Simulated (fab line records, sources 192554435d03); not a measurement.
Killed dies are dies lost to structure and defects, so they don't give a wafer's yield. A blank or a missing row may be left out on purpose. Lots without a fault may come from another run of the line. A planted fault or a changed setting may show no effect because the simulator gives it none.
fab line records | flow n5_finfet | part 1 of 2: steps 1 to 24 of 32
record lots=5 wafers=15 last_day=15
route steps=1938 shown BEOL_M0@748 BEOL_M1@751
lots that met no fault: from a run of the same line without faults
start_h: hours from the record's first day to the start of the lot's first wafer shown | wait_h: hours since the lot's step before | " the same as in the row above | L1.1+2: a row that stands for several wafers | - no value, or no start given | * or withheld: withheld | < > ~ a bound
route shown NAME@n: a module of which the file shows steps, and the number in the route of the first | usual: mean/standard deviation of fault-free wafers | same: alike in all rows | chamber/n: place in a boat | sites: the reading at each site | _std_site: their standard deviation | _edge_site: outer sites' mean less inner sites' | radius_mm: how far each site lies from the wafer's centre | mask NAME#n: copy n | behind: the tool/chamber that last shaped the wafer | hold: why the lot was held/for how many hours/how that ended | device: the transistor (n, p or np) that didn't switch | end of line: the same wafers' tests at the end of the route | a step without rows: its recipe alone | killed: dies lost to structure and defects at the first sort, not the wafer's yield | map: a wafer's dies, x killed, . not, _ none there
set.NAME: the setting as run; set.NAME@STEP: as run at that earlier step | model.NAME: the simulator's own value behind a step, which no gauge read
lots at some steps of the route; a table a step, a row a wafer
services: from which hour (start_h, from the record's first day; less than 0 if before it) a tool's chamber was out of use, for how many hours, and why
## steps
# step N5_BEOL_M0_DEP_125
# recipe material=SiCN target_thk_a=80 temp_c=withheld precursor=3MS/NH3 pressure_torr=3 rf_w=202 time_s=14
# usual showerhead_plenum_p_Torr=3.662/0.009 throttle_valve_pct=9.1/0.59
# columns lot.wafer tool chamber start_h wait_h showerhead_plenum_p_Torr throttle_valve_pct
L078.3 pecvd-02 1 142.00 0.0 3.660 9.2
L078.4 " 0 " " 3.660 10.2
L078.5 " 1 " " 3.662 9.4
L079.2 pecvd-04 0 152.81 0.0 3.664 8.4
L079.3 " 2 " " 3.676 8.5
L079.6 " 1 " " 3.651 9.1
L088.2 pecvd-01 1 203.74 0.0 3.663 8.3
L088.4 " 0 " " 3.661 8.8
L088.5 " 2 " " 3.658 8.8
L089.1 pecvd-02 1 208.19 0.0 3.657 9.2
L089.3 " 0 " " 3.664 10.2
L089.4 " 0 " " 3.664 10.3
L091.1 pecvd-02 2 221.21 0.0 3.653 9.2
L091.2 " 1 " " 3.659 9.4
L091.3 " 0 " " 3.665 10.5
# step N5_BEOL_M0_RS_MEAS_126
# recipe thk_meas_gauge=four-point-probe reads=Co_of_BEOL_M0_CO_CAP_123+Cu_of_BEOL_M0_ECD_118+Co_of_BEOL_M0_CVD_115+TaN_of_BEOL_M0_ALD_136
# usual M0_RS=0.529/0.024
# columns lot.wafer tool chamber start_h wait_h M0_RS[ohm/sq]
L078.3 film_metro-02 - 142.07 0.1 0.539
L078.4 " - " " 0.540
L078.5 " - " " 0.537
L079.2 film_metro-01 - 152.88 0.1 0.511
L079.3 " - " " 0.498
L079.6 " - " " 0.525
L088.2 film_metro-01 - 203.95 0.2 0.568
L088.4 " - " " 0.520
L088.5 " - " " 0.539
L089.1 film_metro-01 - 208.26 0.0 0.571
L089.3 " - " " 0.534
L089.4 " - " " 0.524
L091.1 film_metro-01 - 221.27 0.0 0.522
L091.2 " - " " 0.568
L091.3 " - " " 0.530
# step N5_BEOL_M0_INSPECT_127
# recipe inspect_instrument=darkfield mode=post_dep
# usual raw_defect_count=66/24
# columns lot.wafer tool chamber start_h wait_h raw_defect_count
L078.3 defect_inspect-02 - 142.10 0.0 47
L078.4 " - " " 103
L078.5 " - " " 42
L079.2 defect_inspect-01 - 152.90 0.0 90
L079.3 " - " " 44
L079.6 " - " " 68
L088.2 defect_inspect-02 - 203.98 0.0 49
L088.4 " - " " 59
L088.5 " - " " 78
L089.1 defect_inspect-01 - 208.28 0.0 44
L089.3 " - " " 58
L089.4 " - " " 44
L091.1 defect_inspect-01 - 221.30 0.0 63
L091.2 " - " " 72
L091.3 " - " " 70
# step N5_BEOL_M1_ILD_DEP_00
# recipe material=SiOC target_thk_a=790 temp_c=350 precursor=DEMS/O2 pressure_torr=5 rf_w=500 time_s=15.3
# usual heater_power_w=494/66 showerhead_plenum_p_Torr=5.691/0.01 throttle_valve_pct=12.3/0.86
# columns lot.wafer tool chamber start_h wait_h heater_power_w showerhead_plenum_p_Torr throttle_valve_pct
L078.3 pecvd-02 1 142.15 0.1 588 5.675 12.0
L078.4 " 0 " " 487 5.710 13.9
L078.5 " 0 " " 500 5.704 13.7
L079.2 pecvd-01 0 152.94 0.0 548 5.696 11.7
L079.3 " 2 " " 529 5.682 11.8
L079.6 " 0 " " 542 5.680 11.5
L088.2 pecvd-01 0 204.03 0.1 542 5.681 11.8
L088.4 " 2 " " 485 5.705 11.6
L088.5 " 0 " " 582 5.686 11.7
L089.1 pecvd-02 2 208.32 0.0 588 5.703 12.4
L089.3 " 1 " " 602 5.691 12.3
L089.4 " 2 " " 597 5.697 12.4
L091.1 pecvd-01 2 221.34 0.0 507 5.688 12.1
L091.2 " 1 " " 476 5.707 10.9
L091.3 " 0 " " 540 5.681 11.8
# step N5_BEOL_M1_THK_MEAS_01
# recipe reads=SiOC_of_BEOL_M1_ILD_DEP_00
# usual M1_ILD_THK=78.9/1.2
# columns lot.wafer tool chamber start_h wait_h M1_ILD_THK[nm]
L078.3 film_metro-02 - 142.22 0.1 78.9
L078.4 " - " " 79.3
L078.5 " - " " 78.6
L079.2 film_metro-01 - 153.02 0.1 77.1
L079.3 " - " " 80.7
L079.6 " - " " 79.3
L088.2 film_metro-01 - 204.10 0.1 77.6
L088.4 " - " " 79.0
L088.5 " - " " 79.7
L089.1 film_metro-01 - 208.39 0.0 78.2
L089.3 " - " " 79.0
L089.4 " - " " 78.9
L091.1 film_metro-01 - 221.40 0.0 77.8
L091.2 " - " " 78.9
L091.3 " - " " 77.8
# step N5_BEOL_M1_PECVD_72
# recipe material=SiO2 target_thk_a=160 temp_c=400 precursor=TEOS/O2 pressure_torr=5.5 rf_w=450 teos_flow_sccm=53.8 gas=O2 flow_sccm=3000 time_s=18
# usual heater_power_w=719/83 showerhead_plenum_p_Torr=8.774/0.025 throttle_valve_pct=22.3/1.4
# columns lot.wafer tool chamber start_h wait_h heater_power_w showerhead_plenum_p_Torr throttle_valve_pct
L078.3 pecvd-03 2 142.26 0.0 541 8.818 20.9
L078.4 " 0 " " 614 8.772 22.3
L078.5 " 1 " " 595 8.713 24.9
L079.2 pecvd-01 0 153.06 0.0 700 8.760 21.5
L079.3 " 2 " " 785 8.761 22.1
L079.6 " 2 " " 791 8.767 22.2
L088.2 pecvd-02 0 204.19 0.1 647 8.795 25.5
L088.4 " 1 " " 837 8.768 22.9
L088.5 " 2 " " 879 8.776 22.9
L089.1 pecvd-01 1 208.43 0.0 634 8.822 20.7
L089.3 " 0 " " 661 8.785 21.7
L089.4 " 2 " " 749 8.758 22.2
L091.1 pecvd-03 1 221.44 0.0 547 8.704 25.1
L091.2 " 2 " " 538 8.818 21.2
L091.3 " 0 " " 545 8.775 22.2
# step N5_BEOL_M1_HM_DEP_02
# recipe material=TiN target_thk_a=200 temp_c=25 chamber_pressure_pa=0.49996
# usual throttle_valve_pct=30.1/0.96
# columns lot.wafer tool chamber start_h wait_h throttle_valve_pct
L078.3 pvd_sputter-01 - 143.33 1.1 31.4
L078.4 " - " " 29.2
L078.5 " - " " 29.2
L079.2 pvd_sputter-02 - 154.62 1.5 31.3
L079.3 " - " " 30.4
L079.6 " - " " 30.8
L088.2 pvd_sputter-02 - 205.11 0.9 30.9
L088.4 " - " " 31.4
L088.5 " - " " 31.3
L089.1 pvd_sputter-03 - 209.03 0.6 30.3
L089.3 " - " " 30.0
L089.4 " - " " 29.5
L091.1 pvd_sputter-01 - 222.25 0.8 31.6
L091.2 " - " " 28.9
L091.3 " - " " 29.1
# step N5_BEOL_M1_COAT_61
# recipe resist=SOC temp_c=250 time_s=60 spin_rpm=1500 resist_thk_nm=60
# columns lot.wafer tool chamber start_h wait_h
L078.3+4+5 litho_track-05 0 143.46 0.1
L079.2+3+6 litho_track-04 0 154.75 0.1
L088.2+4+5 litho_track-04 0 205.24 0.1
L089.1+3+4 litho_track-03 0 209.16 0.1
L091.1+2+3 litho_track-04 0 222.39 0.1
# step N5_BEOL_M1_COAT_62
# recipe resist=SiARC temp_c=220 time_s=60 spin_rpm=1500 resist_thk_nm=12
# columns lot.wafer tool chamber start_h wait_h
L078.3+4+5 litho_track-05 0 - -
L079.2+3+6 litho_track-04 0 - -
L088.2+4+5 litho_track-04 0 - -
L089.1+3+4 litho_track-03 0 - -
L091.1+2+3 litho_track-04 0 - -
# step N5_BEOL_M1_COAT_73
# recipe resist=underlayer temp_c=205 time_s=60 spin_rpm=1500 resist_thk_nm=5
# columns lot.wafer tool chamber start_h wait_h
L078.3+4+5 litho_track-05 0 - -
L079.2+3+6 litho_track-04 0 - -
L088.2+4+5 litho_track-04 0 - -
L089.1+3+4 litho_track-03 0 - -
L091.1+2+3 litho_track-04 0 - -
# step N5_BEOL_M1_COAT_05
# recipe resist=CAR-EUV spin_rpm=1500 resist_thk_nm=30
# columns lot.wafer tool chamber start_h wait_h
L078.3+4+5 litho_track-05 0 - -
L079.2+3+6 litho_track-04 0 - -
L088.2+4+5 litho_track-04 0 - -
L089.1+3+4 litho_track-03 0 - -
L091.1+2+3 litho_track-04 0 - -
# step N5_BEOL_M1_EBR_07
# recipe solvent=PGMEA ebr_width_mm=1.5
# same ebr_width_mm=1.5
# columns lot.wafer tool chamber start_h wait_h
L078.3+4+5 litho_track-05 0 - -
L079.2+3+6 litho_track-04 0 - -
L088.2+4+5 litho_track-04 0 - -
L089.1+3+4 litho_track-03 0 - -
L091.1+2+3 litho_track-04 0 - -
# step N5_BEOL_M1_SOFTBAKE_06
# recipe temp_c=110 time_s=60 resist=CAR-EUV
# columns lot.wafer tool chamber start_h wait_h
L078.3+4+5 litho_track-05 0 - -
L079.2+3+6 litho_track-04 0 - -
L088.2+4+5 litho_track-04 0 - -
L089.1+3+4 litho_track-03 0 - -
L091.1+2+3 litho_track-04 0 - -
# step N5_BEOL_M1_EXPOSE_08
# recipe mask_id=M1 na=0.33 source_shape=dipole sigma_inner=0.369 sigma_outer=0.767 polarization=unpolarized dose_mj=33
# columns lot.wafer tool chamber start_h wait_h mask
L078.3+4+5 euv_scanner-01 0 143.73 - M1#0
L079.2+3+6 euv_scanner-02 0 155.02 - M1#0
L088.2+4+5 euv_scanner-02 0 205.38 - M1#0
L089.1+3+4 euv_scanner-02 0 209.29 - M1#0
L091.1+2+3 euv_scanner-02 0 222.52 - M1#0
# step N5_BEOL_M1_PEB_09
# recipe peb_temp_c=100 peb_time_s=60 resist=CAR-EUV
# columns lot.wafer tool chamber start_h wait_h
L078.3+4+5 litho_track-03 0 143.78 0.0
L079.2+3+6 litho_track-03 0 155.07 0.0
L088.2+4+5 litho_track-05 0 205.44 0.0
L089.1+3+4 litho_track-03 0 209.35 0.1
L091.1+2+3 litho_track-03 0 222.58 0.1
# step N5_BEOL_M1_DEVELOP_10
# recipe develop_time_s=30 developer=TMAH resist=CAR-EUV rinse_liquid=surfactant_rinse dry=air_spin dev_temp_c=23
# columns lot.wafer tool chamber start_h wait_h
L078.3+4+5 litho_track-03 0 - -
L079.2+3+6 litho_track-03 0 - -
L088.2+4+5 litho_track-05 0 - -
L089.1+3+4 litho_track-03 0 - -
L091.1+2+3 litho_track-03 0 - -
# step N5_BEOL_M1_CD_MEAS_11
# recipe target_cd_nm=17.05 landing_energy_ev=500 detector=se_inlens polarity=opening
# usual cd_nm=17.0/0.32
# same landing_energy_ev=500
# columns lot.wafer tool chamber start_h wait_h cd_nm
L078.3 cd_sem-03 0 143.85 - 17.1
L078.4 " 0 " " 16.7
L078.5 " 0 " " 17.4
L079.2 cd_sem-01 0 155.14 - 17.4
L079.3 " 0 " " 17.2
L079.6 " 0 " " 17.2
L088.2 cd_sem-03 0 205.50 - 16.6
L088.4 " 0 " " 17.1
L088.5 " 0 " " 17.0
L089.1 cd_sem-02 0 209.42 - 17.0
L089.3 " 0 " " 17.0
L089.4 " 0 " " 16.7
L091.1 cd_sem-03 0 222.65 - 17.3
L091.2 " 0 " " 17.0
L091.3 " 0 " " 17.1
# step N5_BEOL_M1_OVL_MEAS_12
# recipe points_per_wafer=522
# usual M1_OVL=0.2/0.79
# same points_per_wafer=522
# columns lot.wafer tool chamber start_h wait_h M1_OVL[nm]
L078.3 overlay-01 0 143.89 0.0 0.5
L078.4 " 0 " " -0.1
L078.5 " 0 " " -0.1
L079.2 overlay-01 0 155.17 0.0 0.2
L079.3 " 0 " " 0.8
L079.6 " 0 " " 0.1
L088.2 overlay-02 0 205.55 0.0 0.2
L088.4 " 0 " " 0.3
L088.5 " 0 " " 1.0
L089.1 overlay-01 0 209.45 0.0 0.5
L089.3 " 0 " " 0.4
L089.4 " 0 " " 1.1
L091.1 overlay-01 0 222.68 0.0 -0.3
L091.2 " 0 " " -0.1
L091.3 " 0 " " 0.4
# step N5_BEOL_M1_INSPECT_13
# recipe mode=adi inspect_instrument=brightfield
# usual raw_defect_count=372/94
# columns lot.wafer tool chamber start_h wait_h raw_defect_count
L078.3 defect_inspect-01 - 143.94 0.0 325
L078.4 " - " " 394
L078.5 " - " " 315
L079.2 defect_inspect-01 - 155.23 0.0 429
L079.3 " - " " 326
L079.6 " - " " 373
L088.2 defect_inspect-01 - 205.60 0.0 392
L088.4 " - " " 483
L088.5 " - " " 414
L089.1 defect_inspect-01 - 209.51 0.1 327
L089.3 " - " " 444
L089.4 " - " " 260
L091.1 defect_inspect-01 - 222.74 0.1 387
L091.2 " - " " 394
L091.3 " - " " 274
# step N5_BEOL_M1_DESCUM_16
# recipe chemistry=O2 time_s=7 source_power_w=50 bias_power_w=20 pressure_mtorr=20 rf_frequency_hz=2.712e+07 temp_c=40 resist=CAR-EUV o2_flow_sccm=225
# usual chamber_pressure_mTorr=20.000/0.018 drypump_motor_current_A=5.91/0.27 oes_product_au=0.76/0.073 rf_vpp_V=243.3/1.1 showerhead_plenum_p_Torr=2.11/0.053 throttle_valve_pct=20.45/0.26
# columns lot.wafer tool chamber start_h wait_h chamber_pressure_mTorr drypump_motor_current_A oes_product_au rf_hours_counter_h rf_vpp_V showerhead_plenum_p_Torr throttle_valve_pct
L078.3 rie_diel-06 2 143.97 0.0 19.997 6.06 0.71 188 243.0 2.09 20.59
L078.4 " 0 " " 20.002 5.79 0.72 163 244.7 2.20 20.66
L078.5 " 2 " " 19.994 6.04 0.71 - 241.9 2.09 20.59
L079.2 rie_diel-03 2 155.36 0.1 20.007 6.06 0.82 78 243.6 2.10 20.23
L079.3 " 3 " " 19.970 5.84 0.70 216 243.7 2.17 20.42
L079.6 " 0 " " 20.047 5.74 0.76 - 241.6 2.01 20.53
L088.2 rie_diel-06 2 206.06 0.5 19.980 6.04 0.71 205 242.9 2.09 20.62
L088.4 " 3 " " 19.969 5.78 0.71 221 241.7 2.08 20.84
L088.5 " 0 " " 19.970 5.80 0.70 - 241.6 2.20 20.69
L089.1 rie_diel-02 3 209.54 0.0 20.000 6.14 0.90 20 244.4 2.05 20.16
L089.3 " 2 " " 20.019 5.94 0.73 176 241.3 2.10 20.27
L089.4 " 0 " " 20.024 5.42 0.90 27 241.7 2.03 20.20
L091.1 rie_diel-02 3 222.77 0.0 19.983 6.13 0.89 24 241.8 2.05 20.18
L091.2 " 0 " " 19.978 5.47 0.90 31 242.6 2.03 20.21
L091.3 " 2 " " 19.995 5.98 0.73 180 243.5 2.10 20.28
# step N5_BEOL_M1_ETCH_74
# recipe chemistry=N2/H2 target=underlayer target_depth_a=65 mask_material=CAR-EUV time_s=5.2 ion_energy_ev=200 pressure_mtorr=30 source_w=840 bias_w=150 n2_flow_sccm=200 h2_flow_sccm=200 ends=cleared
# usual chamber_pressure_mTorr=30.00/0.038 drypump_motor_current_A=5.92/0.27 etch_rf_on_time_s=5.19/0.21 oes_product_au=0.65/0.059 rf_vpp_V=524.5/2 showerhead_plenum_p_Torr=2.55/0.073 throttle_valve_pct=17.81/0.25
# columns lot.wafer tool chamber start_h wait_h chamber_pressure_mTorr drypump_motor_current_A etch_rf_on_time_s oes_product_au rf_hours_counter_h rf_vpp_V showerhead_plenum_p_Torr throttle_valve_pct
L078.3 rie_diel-06 2 144.00 0.0 30.01 6.05 4.89 0.63 188 525.5 2.49 17.59
L078.4 " 0 " " 29.93 5.76 5.10 0.64 163 528.7 2.68 18.07
L078.5 " 2 " " 30.02 6.04 4.90 0.63 - 523.4 2.49 17.62
L079.2 rie_diel-03 2 155.39 0.0 30.03 6.05 4.96 0.69 78 523.8 2.59 17.93
L079.3 " 3 " " 30.03 5.81 5.26 0.61 216 527.1 2.63 17.76
L079.6 " 0 " " 29.94 5.76 4.98 0.66 - 519.9 2.42 17.79
L088.2 rie_diel-06 2 206.09 0.0 30.02 6.02 4.94 0.62 205 524.6 2.48 17.62
L088.4 " 3 " " 30.07 5.77 5.66 0.58 221 523.8 2.51 18.10
L088.5 " 0 " " 29.97 5.79 5.23 0.62 - 527.4 2.67 18.11
L089.1 rie_diel-02 3 209.58 0.0 29.99 6.13 5.00 0.78 20 522.1 2.51 17.78
L089.3 " 2 " " 30.03 5.94 5.12 0.63 176 524.3 2.54 17.72
L089.4 " 0 " " 30.01 5.47 5.18 0.76 27 521.4 2.48 17.56
L091.1 rie_diel-02 3 222.81 0.0 30.05 6.14 4.99 0.77 24 523.2 2.51 17.78
L091.2 " 0 " " 30.01 5.52 5.25 0.75 31 523.7 2.47 17.59
L091.3 " 2 " " 29.96 5.95 5.12 0.62 180 524.0 2.53 17.72
# step N5_BEOL_M1_ETCH_63
# recipe chemistry=CF4 target=SiARC target_depth_a=156 mask_material=CAR-EUV time_s=26 ion_energy_ev=80 pressure_mtorr=40 source_w=545 bias_w=36 Ar_flow_sccm=100 cf4_flow_sccm=100 ends=cleared
# usual chamber_pressure_mTorr=40.00/0.04 drypump_motor_current_A=5.91/0.27 etch_rf_on_time_s=25.9/1.1 oes_product_au=0.65/0.059 rf_vpp_V=184.1/1 showerhead_plenum_p_Torr=2.15/0.05 throttle_valve_pct=15.63/0.22
# columns lot.wafer tool chamber start_h wait_h chamber_pressure_mTorr drypump_motor_current_A etch_rf_on_time_s oes_product_au rf_hours_counter_h rf_vpp_V showerhead_plenum_p_Torr throttle_valve_pct
L078.3 rie_diel-06 2 144.02 0.0 40.04 6.03 24.7 0.63 188 183.6 2.10 15.56
L078.4 " 0 " " 39.98 5.80 25.7 0.63 163 185.7 2.21 15.64
L078.5 " 2 " " 39.99 6.04 24.8 0.63 - 182.5 2.10 15.55
L079.2 rie_diel-03 2 155.41 0.0 40.02 6.04 24.2 0.71 78 183.4 2.18 15.63
L079.3 " 3 " " 39.93 5.83 26.2 0.61 216 186.1 2.20 15.55
L079.6 " 0 " " 39.98 5.74 24.8 0.67 - 182.3 2.07 15.71
L088.2 rie_diel-06 2 206.11 0.0 40.04 6.06 24.5 0.62 205 185.9 2.09 15.61
L088.4 " 3 " " 39.91 5.78 27.3 0.59 221 182.5 2.14 16.03
L088.5 " 0 " " 40.03 5.78 25.5 0.62 - 183.5 2.21 15.66
L089.1 rie_diel-02 3 209.60 0.0 39.96 6.14 24.3 0.78 20 184.0 2.12 15.35
L089.3 " 2 " " 40.03 5.92 25.5 0.64 176 183.7 2.13 15.42
L089.4 " 0 " " 40.01 5.51 26.4 0.75 27 184.0 2.11 15.46
L091.1 rie_diel-02 3 222.82 0.0 40.03 6.15 24.2 0.77 24 182.9 2.11 15.36
L091.2 " 0 " " 40.01 5.52 26.3 0.74 31 183.2 2.11 15.45
L091.3 " 2 " " 40.08 5.96 25.7 0.63 180 184.2 2.13 15.43
# step N5_BEOL_M1_ETCH_64
# recipe chemistry=N2/H2 target=SOC target_depth_a=750 overetch_a=150 mask_material=SiARC temp_c=40 time_s=112.5 ion_energy_ev=200 pressure_mtorr=30 source_w=840 bias_w=150 n2_flow_sccm=200 h2_flow_sccm=200
# usual chamber_pressure_mTorr=30.001/0.028 drypump_motor_current_A=5.92/0.27 oes_product_au=0.60/0.051 rf_vpp_V=524.2/2 showerhead_plenum_p_Torr=2.55/0.073 throttle_valve_pct=17.77/0.25
# columns lot.wafer tool chamber start_h wait_h chamber_pressure_mTorr drypump_motor_current_A oes_product_au rf_hours_counter_h rf_vpp_V showerhead_plenum_p_Torr throttle_valve_pct
L078.3 rie_diel-06 2 144.05 0.0 30.034 6.05 0.56 188 523.3 2.49 17.55
L078.4 " 0 " " 29.994 5.83 0.58 163 527.4 2.68 18.03
L078.5 " 2 " " 29.989 6.03 0.56 - 523.4 2.49 17.55
L079.2 rie_diel-03 2 155.44 0.0 29.985 6.07 0.64 78 524.8 2.59 17.88
L079.3 " 3 " " 29.974 5.85 0.57 216 525.9 2.63 17.74
L079.6 " 0 " " 30.018 5.74 0.60 - 521.8 2.42 17.75
L088.2 rie_diel-06 2 206.14 0.0 30.020 6.05 0.56 205 523.1 2.48 17.57
L088.4 " 3 " " 29.978 5.79 0.56 221 524.1 2.51 18.07
L088.5 " 0 " " 29.916 5.78 0.58 - 526.0 2.67 18.06
L089.1 rie_diel-02 3 209.62 0.0 29.974 6.15 0.69 20 521.6 2.51 17.74
L089.3 " 2 " " 29.970 5.96 0.59 176 523.8 2.54 17.69
L089.4 " 0 " " 29.984 5.51 0.70 27 522.0 2.48 17.54
L091.1 rie_diel-02 3 222.85 0.0 30.032 6.12 0.70 24 521.9 2.51 17.73
L091.2 " 0 " " 30.000 5.50 0.70 31 521.4 2.47 17.56
L091.3 " 2 " " 29.979 5.95 0.58 181 524.6 2.53 17.69
# step N5_BEOL_M1_STRIP_65
# recipe chemistry=N2/H2 temp_c=40 n2_flow_sccm=200 h2_flow_sccm=200 rf_frequency_hz=6e+07
# columns lot.wafer tool chamber start_h wait_h
L078.3+4+5 rie_diel-06 2,0,2 144.16 0.1
L079.2+3+6 rie_diel-03 2,3,0 155.54 0.1
L088.2+4+5 rie_diel-06 2,3,0 206.24 0.1
L089.1+3+4 rie_diel-02 3,2,0 209.73 0.1
L091.1+2+3 rie_diel-02 3,0,2 222.96 0.1
